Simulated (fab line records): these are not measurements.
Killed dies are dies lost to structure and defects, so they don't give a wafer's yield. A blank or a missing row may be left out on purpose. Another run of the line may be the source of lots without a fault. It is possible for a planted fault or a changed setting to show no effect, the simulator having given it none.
Split-lot experiment -- flow n5Finfet -- 7 lots, 39 wafers read, on a route of 1938 steps

== THE SPLIT ITSELF ==
At N5_BEOL_M13_ETCH_59 (etches BARC in N2/H2, target depth 89 nm, overetch 26.7 nm, time 67.9 s), the setting timeS was moved away from the recipe's 67.9 s on 15 of the 39 wafers read, by -46.3% to +44.9%. This setting was run at the recipe's value on the other wafers.

No step appears in the file between the split and the reading.

== THE READING ==
coat_of_BEOL_M13_COAT_04.thkNm (the simulator's own value, which no gauge read), in nm, at N5_BEOL_M13_VIA_ETCH_16 (etches SiOC in C4F8/O2/Ar, target depth 921.7 nm). The file gives no usual value for it. Here, 24 wafers ran the recipe; their average is 69.9 nm with a standard deviation of 4.7 nm.

wafer,"tool, chamber at the split","timeS as run, s",against the recipe,"coat_of_BEOL_M13_COAT_04.thkNm, nm",against lot-mates on the recipe
L074.1,"rieDiel-06, 0",67.9,recipe,76.8,-
L074.2,"rieDiel-06, 1",67.9,recipe,74.6,-
L074.3,"rieDiel-06, 2",36.47,-46.3%,106.8,+32.5
L074.4,"rieDiel-06, 3",36.47,-46.3%,98.2,+23.9
L074.5,"rieDiel-06, 0",36.47,-46.3%,100.4,+26.1
L074.6,"rieDiel-06, 3",67.9,recipe,71.6,-
L075.2,"rieDiel-04, 1",67.9,recipe,71,-
L075.4,"rieDiel-04, 1",67.9,recipe,70.8,-
L075.6,"rieDiel-04, 3",67.9,recipe,70.6,-
L083.1,"rieDiel-06, 3",55.37,-18.5%,85,+16.1
L083.2,"rieDiel-06, 1",55.37,-18.5%,78.6,+9.7
L083.3,"rieDiel-06, 0",67.9,recipe,75.6,-
L083.4,"rieDiel-06, 2",67.9,recipe,65.6,-
L083.6,"rieDiel-06, 1",67.9,recipe,65.6,-
L083.5,"rieDiel-06, 2",55.37,-18.5%,77.6,+8.7
L085.1,"rieDiel-06, 1",67.9,recipe,70.4,-
L085.2,"rieDiel-06, 0",67.9,recipe,79.2,-
L085.3,"rieDiel-06, 3",41.45,-39.0%,98.2,+25.5
L085.4,"rieDiel-06, 2",41.45,-39.0%,88.8,+16.1
L085.5,"rieDiel-06, 1",67.9,recipe,68.6,-
L085.6,"rieDiel-06, 2",41.45,-39.0%,92.2,+19.5
L086.1,"rieDiel-04, 0",49.9,-26.5%,87.8,+20.7
L086.2,"rieDiel-04, 1",67.9,recipe,70.6,-
L086.3,"rieDiel-04, 3",67.9,recipe,71.8,-
L086.4,"rieDiel-04, 2",49.9,-26.5%,84.6,+17.5
L086.5,"rieDiel-04, 2",67.9,recipe,59,-
L086.6,"rieDiel-04, 1",49.9,-26.5%,85,+17.9
L089.1,"rieDiel-04, 0",67.9,recipe,65,-
L089.2,"rieDiel-04, 2",67.9,recipe,67.2,-
L089.3,"rieDiel-04, 3",67.9,recipe,71.8,-
L089.4,"rieDiel-04, 3",67.9,recipe,66.8,-
L089.5,"rieDiel-04, 2",67.9,recipe,63.6,-
L089.6,"rieDiel-04, 0",67.9,recipe,67.4,-
L090.1,"rieDiel-03, 3",67.9,recipe,66.6,-
L090.2,"rieDiel-03, 1",67.9,recipe,78,-
L090.3,"rieDiel-03, 0",98.39,+44.9%,51.2,-19.8
L090.4,"rieDiel-03, 3",67.9,recipe,68.4,-
L090.5,"rieDiel-03, 1",98.39,+44.9%,41.4,-29.6
L090.6,"rieDiel-03, 0",98.39,+44.9%,45.6,-25.4

FIT RESULTS
A straight line over all 39 wafers: coat_of_BEOL_M13_COAT_04.thkNm changes by -0.599 nm for each +1% of timeS; r = -0.95; the points scatter about the line by 4.6 nm.
The same after taking each lot's own level away (the mean of its wafers on the recipe; 39 wafers): -0.575 nm for each +1%; r = -0.96; scatter 4 nm.
That fit puts the effect of the largest move of timeS on the reading at 27 nm.
The span of the lots' own levels, 66.97 to 74.33 nm, comes to 1.6 times the standard deviation stated above.
Consequently the slope shifts little with the lot-to-lot level, the two slopes agreeing.
Check: for one of the wafers moved furthest among these (-46.3%), held out of the fit, the line's prediction against its lot-mates is +26.2 nm. Against them it came out at +32.5 nm.

== ADDITIONAL SPLITS CARRIED BY THESE WAFERS ==
Before the reading, these wafers also passed through other splits. Each is held against what the fit with the lots' levels taken away leaves over:
other split on the same wafers,wafers away from the commonest value,r with coat_of_BEOL_M13_COAT_04.thkNm (lot level and that fit taken away)
N5_BEOL_M6_TRENCH_ETCH_37 timeS,15,-0.20
N5_BEOL_M8_ETCH_66 targetDepthA,12,+0.22
N5_BEOL_M10_ETCH_62 timeS,12,+0.14

== THE WHOLE CHAIN: every reading that the file lists as answering this split, in the file's order ==
step,what it does,reading,change (the file's fit),r (the file's)
N5_BEOL_M13_ETCH_59,"etches BARC in N2/H2, target depth 89 nm, overetch 26.7 nm, time 67.9 s","coat_of_BEOL_M13_COAT_04.thkNm (the simulator's own value, which no gauge read)",-0.56 nm for each +1% of the setting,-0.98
N5_BEOL_M13_ETCH_59,"etches BARC in N2/H2, target depth 89 nm, overetch 26.7 nm, time 67.9 s","etch.depthNm (the simulator's own value, which no gauge read)","not straight: 59.05 at the lowest setting, 88.96 at the recipe, 88.92 at the highest",not given
N5_BEOL_M13_VIA_ETCH_16,"etches SiOC in C4F8/O2/Ar, target depth 921.7 nm","coat_of_BEOL_M13_COAT_04.thkNm (the simulator's own value, which no gauge read)",-0.579 nm for each +1% of the setting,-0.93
N5_BEOL_M13_STRIP_63,strips in N2/H2,stripTimeToEndpointS,withheld for each +1% of the setting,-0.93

== THE FILE'S OWN FIT ==
coat_of_BEOL_M13_COAT_04.thkNm changes by -0.579 nm for each +1% of timeS, r = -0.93.
